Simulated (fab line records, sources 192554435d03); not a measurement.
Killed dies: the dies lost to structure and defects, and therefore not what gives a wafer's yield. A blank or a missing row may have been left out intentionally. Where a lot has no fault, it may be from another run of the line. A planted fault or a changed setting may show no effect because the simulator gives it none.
Chamber matching + flow n5-finfet + N5_BEOL_M2_CMP_52 on cmp-03 has 4 sister chambers
The step polishes, stops on SiOC, t overpolish 6.8 s, target thk 40 nm. 16 wafers are shown with their chamber, then 8 later ones without.

WAFERS WITH THEIR CHAMBER
| wafer  | chamber | time-to-endpoint-s (s) | motor-current-A (A) | barrier-field-endpoint-s (s) |
|--------|---------|------------------------|---------------------|------------------------------|
| L078.2 | 1       | 57                     | 6.0                 | 24.4                         |
| L078.3 | 2       | 57                     | 6.6                 | 24.5                         |
| L078.4 | 0       | 69                     | 6.7                 | 26.9                         |
| L080.1 | 1       | 56                     | 5.9                 | 22.7                         |
| L080.3 | 2       | 55                     | 6.6                 | 23.0                         |
| L080.4 | 0       | 65                     | 7.1                 | 24.5                         |
| L082.1 | 2       | 59                     | 6.4                 | 23.4                         |
| L082.3 | 1       | 57                     | 6.1                 | 23.7                         |
| L082.4 | 0       | 65                     | 6.7                 | 25.1                         |
| L083.1 | 3       | 68                     | 7.2                 | 25.5                         |
| L083.4 | 0       | 67                     | 6.7                 | 26.0                         |
| L083.5 | 0       | 69                     | 6.6                 | 26.3                         |
| L085.2 | 0       | 66                     | 6.4                 | 24.6                         |
| L085.4 | 2       | 61                     | 6.6                 | 23.8                         |
| L085.5 | 1       | 59                     | 6.1                 | 24.1                         |
| L086.2 | 3       | 68                     | 7.1                 | 25.3                         |

SIGNATURES, as means of the wafers listed above
| reading                  | chamber 0 | chamber 1 | chamber 2 | chamber 3 | scatter within a chamber |
|--------------------------|-----------|-----------|-----------|-----------|--------------------------|
| time-to-endpoint-s       | 66.83     | 57.25     | 58.00     | 68.00     | 1.86                     |
| motor-current-A          | 6.700     | 6.025     | 6.550     | 7.150     | 0.164                    |
| barrier-field-endpoint-s | 25.567    | 23.725    | 23.675    | 25.400    | 0.8                      |
Rule: distance of a wafer from a chamber = root of the sum over the readings of ((wafer's reading minus chamber's mean) / reading's scatter) squared. If the next closest chamber is less than 2 further off than the closest, the wafer can't be placed; otherwise it belongs to the closest. How the scatter is found: for the shown wafers, subtract from each reading the mean of its chamber, square and add these, divide the total by (wafers less chambers), then take the root.

WAFERS MISSING THEIR CHAMBER
| wafer  | time-to-endpoint-s (s) | motor-current-A (A) | barrier-field-endpoint-s (s) |
|--------|------------------------|---------------------|------------------------------|
| L086.3 | 60                     | 6.5                 | 23.9                         |
| L086.6 | 57                     | 6.1                 | 23.9                         |
| L095.2 | 69                     | 6.7                 | 24.8                         |
| L095.5 | 63                     | 6.3                 | 24.9                         |
| L095.6 | 62                     | 7.2                 | 24.4                         |
| L096.4 | 56                     | 7.0                 | 23.0                         |
| L096.5 | 62                     | 6.4                 | 24.8                         |
| L096.6 | 66                     | 7.1                 | 24.7                         |

THE CHAMBER EACH PASSED THROUGH
| wafer  | from the rows above          | in truth |
|--------|------------------------------|----------|
| L086.3 | 2                            | 2        |
| L086.6 | 1                            | 1        |
| L095.2 | can't be placed: 0 or 3      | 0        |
| L095.5 | can't be placed: 0 or 2 or 1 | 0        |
| L095.6 | can't be placed: 3 or 0 or 2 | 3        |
| L096.4 | 2                            | 2        |
| L096.5 | can't be placed: 2 or 0 or 1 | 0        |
| L096.6 | can't be placed: 3 or 0      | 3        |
Correct placement for 3 of the 8. These rows do not allow placing 5 (true chamber among the candidates in 5). 0 placed wrongly.
